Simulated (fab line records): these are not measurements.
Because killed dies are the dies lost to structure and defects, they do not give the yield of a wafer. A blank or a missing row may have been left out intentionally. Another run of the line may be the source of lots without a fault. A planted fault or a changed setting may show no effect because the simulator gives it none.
fab line records	flow n5_finfet
[record] lots = 7	wafers = 39
route steps=1938 shown PASSIVATION@1916
start_h: hours from the record's first day to the start of the lot's first wafer shown	wait_h: time in hours since the lot's previous step	" the same as in the row above	L1.1+2: a row that stands for several wafers	- value missing, or start not given	* or withheld: withheld	< > ~ a bound
route shown NAME@n: NAME is a module with steps in the file, n the number in the route of the first one	usual: mean/standard deviation of fault-free wafers	same: alike in all rows	chamber/n: place in a boat	sites: per-site readings	_std_site: their standard deviation	_edge_site: outer sites' mean less inner sites'	radius_mm: for every site, how far away it sits from the centre of the wafer	mask NAME#n: copy n	behind: tool/chamber where the wafer was last shaped	hold: the reason the lot was held/the length of the hold in hours/how it ended	device: names the non-switching transistor (n, p or np)	end of line: at the end of the route, the tests of the same wafers	for a step that has no rows: nothing shown but its recipe	killed: dies lost to structure and defects at the first sort, not the wafer's yield	map: per-die view of a wafer (x killed, . not killed, _ where there is no die)
set.NAME: the run value of the setting; set.NAME@STEP: its run value at that earlier step	model.NAME: the simulator's own value behind a step, which no gauge read
one table per step and one row per wafer, for lots whose settings were changed on purpose
[[steps]]
[step N5_PASSIVATION_PECVD_35]
[recipe] material = SiNx	target_thk_a = 7000	temp_c = 400	precursor = SiH4/NH3/N2	pressure_torr = 4.9	rf_w = 1406	time_s = 151.3
lot.wafer	tool	chamber	start_h	wait_h	set.time_s	model.SiNx_of_PASSIVATION_PECVD_35.thk_nm
L077.1	pecvd-03	0	305.98	0.1	151.3	705.6
L077.2	"	2	"	"	151.3	697.6
L077.3	"	1	"	"	151.3	701.8
L077.4	"	0	"	"	151.3	704.8
L077.5+6	"	1,2	"	"	151.3	714.8
L080.1	pecvd-01	0	324.49	0.1	193	889.8
L080.2	"	1	"	"	151.3	709.6
L080.3	"	2	"	"	151.3	703
L080.4	"	2	"	"	151.3	714.4
L080.5	"	0	"	"	193	908
L080.6	"	1	"	"	193	914.8
L081.1	pecvd-04	1	329.07	0.1	151.3	697.2
L081.2	"	0	"	"	151.3	693
L081.4	"	2	"	"	151.3	691.6
L084.1	pecvd-03	0	334.04	0.1	151.3	699.2
L084.2	"	1	"	"	151.3	696.4
L084.3	"	2	"	"	151.3	694
L084.4	"	2	"	"	151.3	709.4
L084.5	"	0	"	"	151.3	708
L084.6	"	1	"	"	151.3	707.6
L089.1	pecvd-03	2	393.95	0.1	151.3	703.4
L089.2	"	1	"	"	151.3	697.6
L089.3	"	0	"	"	151.3	691.2
L089.4	"	1	"	"	151.3	700.2
L089.5	"	2	"	"	151.3	702.8
L089.6	"	0	"	"	151.3	702
L091.1	pecvd-03	0	410.32	0.1	181.2	833.6
L091.2	"	2	"	"	151.3	703
L091.3	"	1	"	"	181.2	837.2
L091.4	"	1	"	"	181.2	841.8
L091.5	"	0	"	"	151.3	707.6
L091.6	"	2	"	"	151.3	710
L093.1	pecvd-04	0	420.47	0.1	74.36	336
L093.2	"	1	"	"	74.36	351.4
L093.3	"	2	"	"	74.36	338.8
L093.4	"	1	"	"	151.3	716.2
L093.5	"	0	"	"	151.3	700
L093.6	"	2	"	"	151.3	704.2
[step N5_PASSIVATION_HMDS_37]
[recipe] time_s = 60	temp_c = 120
[step N5_PASSIVATION_COAT_38]
[recipe] spin_rpm = 3000	resist_thk_nm = withheld
[step N5_PASSIVATION_SRD_72]
[recipe] dry = ipa_marangoni	time_s = 30	temp_c = 23	rinse_liquid = diw
[step N5_PASSIVATION_ANNEAL_56]
[recipe] temp_c = 400	time_s = 1800	ambient = FGA	idle_temp_c = 300	ramp_up_c_per_min = 5	ramp_down_c_per_min = 3
[step N5_PASSIVATION_PROBE_49]
[usual] defect_limited_yield = 91.2/1.4	killed_at_M0_to_M3 = 34/11	killed_at_M4_up = 14/6.3	killed_at_contacts = 13/7.4	killed_at_front_end = 38/11	killed_at_other = 4.3/2.9	killed_dies = 103/17	killed_open = 68/12	killed_short = 34/8	sort_bin_4_leakage = 0.00/0.027	sort_bin_5_function = 5.1/0.9	sort_bin_6_memory = 3.3/0.66	sort_bin_8_speed = 0/0	sort_n_pass = 1077/17
[same] gross_dies = 1180	killed_at_back_side = 0
lot.wafer	tool	chamber	start_h	wait_h	set.time_s@PASSIVATION_PECVD_35	defect_limited_yield[%]	killed_at_M0_to_M3	killed_at_M4_up	killed_at_contacts	killed_at_front_end	killed_at_other	killed_dies	killed_open	killed_short	sort_bin_4_leakage[%]	sort_bin_5_function[%]	sort_bin_6_memory[%]	sort_bin_8_speed[%]	sort_n_pass
L077.1	prober-01	-	309.80	0.0	151.3	90.6	43	23	7	33	5	111	68	34	0	4.5	3.9	5.00	1018
L077.2	prober-01	-	309.85	0.1	151.3	93.6	30	9	8	27	2	76	40	35	0	3.7	2.5	0.68	1096
L077.3	prober-01	-	309.90	0.1	151.3	90.5	35	29	14	32	2	112	64	29	0.17	5.0	3.0	1.44	1066
L077.4	prober-01	-	309.95	0.2	151.3	91.4	39	13	13	35	1	101	65	31	0	4.9	3.1	0	1079
L077.5	prober-01	-	310.00	0.2	151.3	89.9	31	27	20	39	2	119	60	41	0	4.8	3.4	1.53	1061
L077.6	prober-01	-	310.05	0.3	151.3	94.2	25	13	3	26	1	68	44	24	0	3.8	1.9	0.34	1108
L080.1	prober-01	-	328.19	0.0	193	0	20	33	16	30	1081	1180	63	27	0	96.3	3.6	0	0
L080.2	prober-01	-	328.24	0.1	151.3	89.8	21	16	40	32	11	120	83	36	0	5.8	3.9	0	1060
L080.3	prober-01	-	328.29	0.1	151.3	90.9	15	11	22	57	2	107	72	35	0	5.4	3.4	0	1073
L080.4	prober-01	-	328.34	0.2	151.3	91.1	19	19	25	38	4	105	69	28	0	4.7	4.1	0	1075
L080.5	prober-01	-	328.39	0.2	193	0	23	23	19	38	1077	1180	59	37	0	96.9	2.9	0	0
L080.6	prober-01	-	328.44	0.3	193	0	25	10	26	23	1096	1180	53	32	0	96.9	2.9	0	0
L081.1	prober-02	-	332.77	0.0	151.3	89.2	30	20	21	52	5	128	93	35	0	6.0	4.5	0	1052
L081.2	prober-02	-	332.82	0.1	151.3	89.6	17	30	14	60	2	123	88	35	0	6.4	3.6	0	1057
L081.4	prober-02	-	332.92	0.2	151.3	89.7	26	25	20	49	2	122	88	34	0.08	5.8	4.2	0	1057
L084.1	prober-01	-	337.73	0.0	151.3	91.3	38	5	15	45	0	103	80	23	0	5.4	3.2	0	1077
L084.2	prober-01	-	337.78	0.1	151.3	91.1	50	10	12	31	2	105	64	40	91.10	4.9	3.8	0	0
L084.3	prober-01	-	337.83	0.1	151.3	91.0	33	19	9	44	1	106	69	33	0	4.7	4.2	0	1074
L084.4	prober-01	-	337.88	0.2	151.3	89.2	64	12	6	43	3	128	80	47	89.15	7.4	2.8	0	0
L084.5	prober-01	-	337.93	0.2	151.3	93.1	37	8	5	27	4	81	57	24	93.14	4.4	2.5	0	0
L084.6	prober-01	-	337.98	0.3	151.3	90.7	44	13	11	32	10	110	73	37	0	5.8	3.1	0	1070
L089.1	prober-01	-	397.68	0.0	151.3	92.1	30	14	0	45	4	93	60	29	0	4.4	2.9	1.27	1072
L089.2	prober-01	-	397.73	0.1	151.3	92.3	12	19	7	45	8	91	58	24	0	4.9	2.6	0.08	1088
L089.3	prober-01	-	397.78	0.1	151.3	90.8	22	31	7	46	3	109	71	31	0	5.2	3.7	0	1071
L089.4	prober-01	-	397.83	0.2	151.3	93.1	25	14	7	32	3	81	51	29	0	3.9	2.6	0	1099
L089.5	prober-01	-	397.88	0.2	151.3	91.0	33	20	8	40	5	106	73	25	0	5.7	3.1	0	1074
L089.6	prober-01	-	397.93	0.3	151.3	93.8	19	11	4	36	3	73	38	30	0	3.3	2.4	3.31	1068
L091.1	prober-01	-	414.10	0.0	181.2	0	30	53	13	44	1040	1180	74	26	0	94.2	5.7	0	0
L091.2	prober-01	-	414.15	0.1	151.3	91.3	38	12	12	38	3	103	66	35	91.19	5.1	3.3	0	1
L091.3	prober-01	-	414.20	0.1	181.2	0	30	10	7	50	1083	1180	75	25	0	96.5	3.1	0	0
L091.4	prober-01	-	414.25	0.2	181.2	0	25	58	4	32	1061	1180	52	27	0	96.9	2.9	0	0
L091.5	prober-01	-	414.30	0.2	151.3	89.4	32	40	7	40	6	125	59	28	89.41	6.5	3.8	0	0
L091.6	prober-01	-	414.35	0.3	151.3	92.1	31	9	8	43	2	93	67	25	0	3.9	3.7	0	1087
L093.1	prober-01	-	424.41	0.0	74.36	87.8	18	64	7	50	5	144	76	29	0	5.8	5.9	0	1036
L093.2	prober-01	-	424.46	0.1	74.36	91.0	26	16	9	48	7	106	64	29	0	5.3	3.0	0	1074
L093.3	prober-01	-	424.51	0.1	74.36	29.2	730	54	17	34	1	836	67	18	28.90	66.9	3.6	0	3
L093.4	prober-01	-	424.56	0.2	151.3	3.1	1077	22	11	31	3	1144	62	29	3.05	93.7	2.8	0	0
L093.5	prober-01	-	424.61	0.2	151.3	10.2	924	90	7	35	4	1060	73	26	0	85.3	4.3	0	120
L093.6	prober-01	-	424.66	0.3	151.3	91.4	31	21	7	38	4	101	69	25	91.44	5.3	2.5	0	0
// killed by level:class
L077.1 BEOL_M0_SAQP:geometric_particle:open=14 FIN_SAQP:geometric_particle:short=12 BEOL_M1:geometric_particle:open=11 BEOL_M15:area_ecd=8 MOL_CONTACT_COAG:geometric_particle:open=6 BEOL_M0_SAQP:geometric_particle:short=6 DUMMY_GATE:geometric_particle:open=5 FIN_SAQP:geometric_particle:open=4
L077.2 BEOL_M0_SAQP:geometric_particle:short=7 STI_FIN_REVEAL:geometric_particle:open=6 GATE_CUT:geometric_particle:short=6 BEOL_M1:geometric_particle:open=6 MOL_CONTACT_COAG:geometric_particle:short=4 MOL_CONTACT_COAG:geometric_particle:open=4 BEOL_M3:geometric_particle:short=4 BEOL_M4:geometric_particle:open=4
L077.3 BEOL_M15:area_ecd=17 MOL_CONTACT_COAG:geometric_particle:open=13 BEOL_M1:geometric_particle:open=12 FIN_SAQP:geometric_particle:short=7 STI_FIN_REVEAL:geometric_particle:open=6 BEOL_M0_SAQP:geometric_particle:open=6 DUMMY_GATE:geometric_particle:open=5 BEOL_M0_SAQP:geometric_particle:short=4
L077.4 BEOL_M1:geometric_particle:open=14 BEOL_M3:geometric_particle:open=14 MOL_CONTACT_COAG:geometric_particle:open=10 FIN_SAQP:geometric_particle:short=7 FIN_SAQP:geometric_particle:open=5 ILD0:geometric_particle:short=4 BEOL_M4:geometric_particle:open=4 STARTING-WAFER:geometric_particle:short=4
L077.5 BEOL_M15:area_ecd=18 MOL_CONTACT_COAG:geometric_particle:open=15 STI_FIN_REVEAL:geometric_particle:open=10 BEOL_M0_SAQP:geometric_particle:short=10 FIN_SAQP:geometric_particle:short=8 FIN_SAQP:geometric_particle:open=6 BEOL_M3:geometric_particle:open=6 MOL_CONTACT_COAG:geometric_particle:short=5
L077.6 BEOL_M1:geometric_particle:open=10 STI_FIN_REVEAL:geometric_particle:open=5 BEOL_M0_SAQP:geometric_particle:short=5 DUMMY_GATE:geometric_particle:open=4 BEOL_M5:geometric_particle:open=4 DUMMY_GATE:geometric_particle:short=3 GATE_CUT:geometric_particle:short=3 MOL_CONTACT_COAG:geometric_particle:short=3
L080.1 PASSIVATION:area_pecvd=1078 MOL_CONTACT_COAG:geometric_particle:open=14 BEOL_M6:interface_void_opened=12 BEOL_M4:geometric_particle:open=8 BEOL_M0_SAQP:geometric_particle:short=6 FIN_SAQP:geometric_particle:open=5 BEOL_M3:geometric_particle:open=5 FIN_SAQP:geometric_particle:short=4
L080.2 MOL_CONTACT_COAG:geometric_particle:open=35 BEOL_M4:geometric_particle:open=7 GATE_CUT:geometric_particle:short=6 BEOL_M0_SAQP:geometric_particle:short=6 PASS1_CAP:geometric_particle:open=5 STI_FIN_REVEAL:geometric_particle:open=5 DUMMY_GATE:geometric_particle:open=5 MOL_CONTACT_COAG:geometric_particle:short=5
L080.3 MOL_CONTACT_COAG:geometric_particle:open=17 FIN_SAQP:geometric_particle:open=13 FIN_SAQP:geometric_particle:short=12 STI_FIN_REVEAL:geometric_particle:open=8 MOL_CONTACT_COAG:geometric_particle:short=5 BEOL_M2:geometric_particle:open=5 SPACER0:geometric_particle:open=4 GATE_CUT:geometric_particle:open=4
L080.4 MOL_CONTACT_COAG:geometric_particle:open=22 STI_FIN_REVEAL:geometric_particle:open=9 BEOL_M6:interface_void_opened=8 GATE_CUT:geometric_particle:short=7 FIN_SAQP:geometric_particle:open=5 BEOL_M2:geometric_particle:open=4 BEOL_M3:geometric_particle:open=4 BEOL_M5:geometric_particle:open=4
L080.5 PASSIVATION:area_pecvd=1075 MOL_CONTACT_COAG:geometric_particle:open=15 BEOL_M0_SAQP:geometric_particle:open=12 BEOL_M6:interface_void_opened=9 FIN_SAQP:geometric_particle:open=7 BEOL_M0_SAQP:geometric_particle:short=7 SDB:geometric_particle:short=5 FIN_SAQP:geometric_particle:short=4
L080.6 PASSIVATION:area_pecvd=1095 MOL_CONTACT_COAG:geometric_particle:open=18 MOL_CONTACT_COAG:geometric_particle:short=8 BEOL_M1:geometric_particle:short=7 BEOL_M4:geometric_particle:open=6 BEOL_M1:geometric_particle:open=6 STI_FIN_REVEAL:geometric_particle:open=4 BEOL_M2:geometric_particle:open=4
L081.1 MOL_CONTACT_COAG:geometric_particle:open=18 STI_FIN_REVEAL:geometric_particle:open=16 BEOL_M4:geometric_particle:open=8 FIN_SAQP:geometric_particle:open=7 BEOL_M0_SAQP:geometric_particle:open=7 STI_FIN_REVEAL:geometric_particle:short=5 GATE_CUT:geometric_particle:short=5 BEOL_M0_SAQP:geometric_particle:short=5
L081.2 STI_FIN_REVEAL:geometric_particle:open=23 MOL_CONTACT_COAG:geometric_particle:open=12 BEOL_M4:geometric_particle:open=10 FIN_SAQP:geometric_particle:short=9 FIN_SAQP:geometric_particle:open=8 BEOL_M5:geometric_particle:open=6 STI_FIN_REVEAL:geometric_particle:short=4 ILD0:geometric_particle:short=4
L081.4 MOL_CONTACT_COAG:geometric_particle:open=18 STI_FIN_REVEAL:geometric_particle:open=12 FIN_SAQP:geometric_particle:open=10 BEOL_M1:geometric_particle:open=9 GATE_CUT:geometric_particle:short=8 BEOL_M4:geometric_particle:open=7 BEOL_M5:geometric_particle:open=5 BEOL_M0_SAQP:geometric_particle:open=5
L084.1 FIN_SAQP:geometric_particle:open=15 MOL_CONTACT_COAG:geometric_particle:open=12 BEOL_M3:geometric_particle:open=11 BEOL_M0_SAQP:geometric_particle:open=9 BEOL_M1:geometric_particle:open=8 STI_FIN_REVEAL:geometric_particle:open=7 GATE_CUT:geometric_particle:short=6 BEOL_M0_SAQP:geometric_particle:short=5
L084.2 BEOL_M0_SAQP:geometric_particle:short=10 BEOL_M0_SAQP:geometric_particle:open=10 BEOL_M1:geometric_particle:open=9 MOL_CONTACT_COAG:geometric_particle:open=8 BEOL_M1:geometric_particle:short=7 BEOL_M3:geometric_particle:open=7 FIN_SAQP:geometric_particle:open=5 STI_FIN_REVEAL:geometric_particle:open=5
L084.3 STI_FIN_REVEAL:geometric_particle:open=13 BEOL_M4:geometric_particle:open=10 MOL_CONTACT_COAG:geometric_particle:open=7 FIN_SAQP:geometric_particle:short=6 BEOL_M1:geometric_particle:open=6 BEOL_M0_SAQP:geometric_particle:short=6 BEOL_M3:geometric_particle:open=6 FIN_SAQP:geometric_particle:open=5
L084.4 BEOL_M0_SAQP:geometric_particle:short=17 BEOL_M0_SAQP:geometric_particle:open=13 STI_FIN_REVEAL:geometric_particle:open=12 BEOL_M4:geometric_particle:open=11 BEOL_M1:geometric_particle:open=8 BEOL_M3:geometric_particle:open=8 BEOL_M1:geometric_particle:short=7 GATE_CUT:geometric_particle:short=6
L084.5 BEOL_M0_SAQP:geometric_particle:open=11 BEOL_M3:geometric_particle:open=10 FIN_SAQP:geometric_particle:open=8 BEOL_M0_SAQP:geometric_particle:short=8 BEOL_M1:geometric_particle:open=5 DUMMY_GATE:geometric_particle:open=4 MOL_CONTACT_COAG:geometric_particle:open=4 GATE_CUT:geometric_particle:open=3
L084.6 BEOL_M0_SAQP:geometric_particle:open=20 BEOL_M0_SAQP:geometric_particle:short=14 MOL_CONTACT_COAG:geometric_particle:open=10 GATE_CUT:geometric_particle:short=8 STI_FIN_REVEAL:geometric_particle:open=7 FIN_SAQP:geometric_particle:open=4 BEOL_M4:geometric_particle:open=4 DUMMY_GATE:geometric_particle:open=3
L089.1 STI_FIN_REVEAL:geometric_particle:open=20 FIN_SAQP:geometric_particle:short=10 BEOL_M3:geometric_particle:open=8 BEOL_M0:geometric_particle:open=7 BEOL_M0_SAQP:geometric_particle:open=6 BEOL_M0_SAQP:geometric_particle:short=5 FIN_SAQP:geometric_particle:open=4 BEOL_M4:geometric_particle:short=4
L089.2 STI_FIN_REVEAL:geometric_particle:open=14 FIN_SAQP:geometric_particle:open=5 FIN_SAQP:geometric_particle:short=5 BEOL_M6:interface_void_opened=4 DUMMY_GATE:geometric_particle:open=4 MOL_CONTACT_COAG:geometric_particle:short=4 BEOL_M0_SAQP:geometric_particle:open=4 BEOL_M3:geometric_particle:open=4
L089.3 STI_FIN_REVEAL:geometric_particle:open=20 BEOL_M4:geometric_particle:open=17 FIN_SAQP:geometric_particle:short=7 BEOL_M0_SAQP:geometric_particle:open=7 MOL_CONTACT_COAG:geometric_particle:open=6 GATE_CUT:geometric_particle:short=5 BEOL_M3:geometric_particle:open=4 BEOL_M0_SAQP:geometric_particle:short=4
L089.4 FIN_SAQP:geometric_particle:short=9 BEOL_M4:geometric_particle:open=7 STI_FIN_REVEAL:geometric_particle:open=6 MOL_CONTACT_COAG:geometric_particle:open=6 BEOL_M0_SAQP:geometric_particle:open=6 DUMMY_GATE:geometric_particle:open=5 BEOL_M0_SAQP:geometric_particle:short=5 FIN_SAQP:geometric_particle:open=4
L089.5 STI_FIN_REVEAL:geometric_particle:open=17 BEOL_M0_SAQP:geometric_particle:open=12 BEOL_M1:geometric_particle:open=9 BEOL_M4:geometric_particle:open=7 MOL_CONTACT_COAG:geometric_particle:open=6 BEOL_M0_SAQP:geometric_particle:short=6 DUMMY_GATE:geometric_particle:open=4 FIN_SAQP:geometric_particle:short=3
L089.6 FIN_SAQP:geometric_particle:short=12 FIN_SAQP:geometric_particle:open=9 BEOL_M0_SAQP:geometric_particle:short=7 BEOL_M1:geometric_particle:open=6 STARTING-WAFER:geometric_particle:short=5 MOL_CONTACT_COAG:geometric_particle:open=4 STI_FIN_REVEAL:geometric_particle:open=3 DUMMY_GATE:geometric_particle:open=3
L091.1 PASSIVATION:area_pecvd=1037 BEOL_M6:interface_void_opened=42 FIN_SAQP:geometric_particle:open=15 BEOL_M1:geometric_particle:open=10 MOL_CONTACT_COAG:geometric_particle:open=10 DUMMY_GATE:geometric_particle:open=8 BEOL_M0_SAQP:geometric_particle:short=7 STI_FIN_REVEAL:geometric_particle:open=5
L091.2 FIN_SAQP:geometric_particle:open=14 BEOL_M0_SAQP:geometric_particle:short=12 MOL_CONTACT_COAG:geometric_particle:open=9 BEOL_M0_SAQP:geometric_particle:open=9 STI_FIN_REVEAL:geometric_particle:open=8 BEOL_M4:geometric_particle:open=6 FIN_SAQP:geometric_particle:short=5 BEOL_M1:geometric_particle:open=5
L091.3 PASSIVATION:area_pecvd=1080 STI_FIN_REVEAL:geometric_particle:open=22 BEOL_M0_SAQP:geometric_particle:open=10 BEOL_M1:geometric_particle:open=8 FIN_SAQP:geometric_particle:open=7 MOL_CONTACT_COAG:geometric_particle:open=6 DUMMY_GATE:geometric_particle:open=4 STI_FIN_REVEAL:geometric_particle:short=3
L091.4 PASSIVATION:area_pecvd=1059 BEOL_M6:interface_void_opened=42 FIN_SAQP:geometric_particle:open=8 BEOL_M3:geometric_particle:open=8 FIN_SAQP:geometric_particle:short=6 BEOL_M2:geometric_particle:open=6 DUMMY_GATE:geometric_particle:open=5 BEOL_M4:geometric_particle:open=5
L091.5 BEOL_M6:interface_void_opened=35 BEOL_M2:geometric_particle:open=14 FIN_SAQP:geometric_particle:open=7 FIN_SAQP:geometric_particle:short=6 DUMMY_GATE:geometric_particle:open=6 MOL_CONTACT_COAG:geometric_particle:open=5 STI_FIN_REVEAL:geometric_particle:open=4 BEOL_M3:geometric_particle:open=4
L091.6 FIN_SAQP:geometric_particle:open=10 DUMMY_GATE:geometric_particle:open=8 BEOL_M3:geometric_particle:open=8 BEOL_M1:geometric_particle:open=7 STARTING-WAFER:geometric_particle:open=6 MOL_CONTACT_COAG:geometric_particle:open=5 BEOL_M0_SAQP:geometric_particle:short=5 GATE_CUT:geometric_particle:short=4
L093.1 BEOL_M6:interface_void_opened=38 BEOL_M4:geometric_particle:open=17 STI_FIN_REVEAL:geometric_particle:open=12 FIN_SAQP:geometric_particle:open=9 BEOL_M3:geometric_particle:open=9 FIN_SAQP:geometric_particle:short=8 MOL_CONTACT_COAG:geometric_particle:open=6 STARTING-WAFER:geometric_particle:open=4
L093.2 MOL_CONTACT_COAG:geometric_particle:open=8 BEOL_M4:geometric_particle:open=8 HKMG_FIN:area_etch=8 BEOL_M2:geometric_particle:open=6 DUMMY_GATE:geometric_particle:open=5 GATE_CUT:geometric_particle:short=5 GATE_CUT:geometric_particle:open=5 BEOL_M0_SAQP:geometric_particle:short=5
L093.3 BEOL_M3:area_etch=709 BEOL_M6:interface_void_opened=40 MOL_CONTACT_COAG:geometric_particle:open=14 BEOL_M3:geometric_particle:open=12 FIN_SAQP:geometric_particle:open=10 BEOL_M4:geometric_particle:open=7 STI_FIN_REVEAL:geometric_particle:open=6 BEOL_M2:geometric_particle:open=5
L093.4 BEOL_M3:area_etch=1052 BEOL_M4:geometric_particle:open=12 MOL_CONTACT_COAG:geometric_particle:open=11 FIN_SAQP:geometric_particle:short=7 BEOL_M2:geometric_particle:open=7 FIN_SAQP:geometric_particle:open=6 DUMMY_GATE:geometric_particle:open=4 BEOL_M0_SAQP:geometric_particle:open=4
L093.5 BEOL_M3:area_etch=907 BEOL_M6:interface_void_opened=52 BEOL_M4:geometric_particle:open=23 MOL_CONTACT_COAG:geometric_particle:open=7 FIN_SAQP:geometric_particle:short=6 STI_FIN_REVEAL:geometric_particle:open=6 BEOL_M2:geometric_particle:open=6 FIN_SAQP:geometric_particle:open=5
L093.6 BEOL_M4:geometric_particle:open=13 BEOL_M3:geometric_particle:open=13 FIN_SAQP:geometric_particle:open=8 BEOL_M2:geometric_particle:open=6 BEOL_M3:geometric_particle:short=5 STI_FIN_REVEAL:geometric_particle:open=4 DUMMY_GATE:geometric_particle:open=4 MOL_CONTACT_COAG:geometric_particle:open=4
[[key]]
[split] step = N5_PASSIVATION_PECVD_35	setting = time_s	stated = 151.3	by = wafer
[response] step = N5_PASSIVATION_PECVD_35	reading = model.SiNx_of_PASSIVATION_PECVD_35.thk_nm	change = +7.1	per = 1%	r = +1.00
[response] step = N5_PASSIVATION_PROBE_49	reading = killed_at_other	shape = bent	at_lowest = 4.3	at_stated = 3.6	at_highest = 1084.7
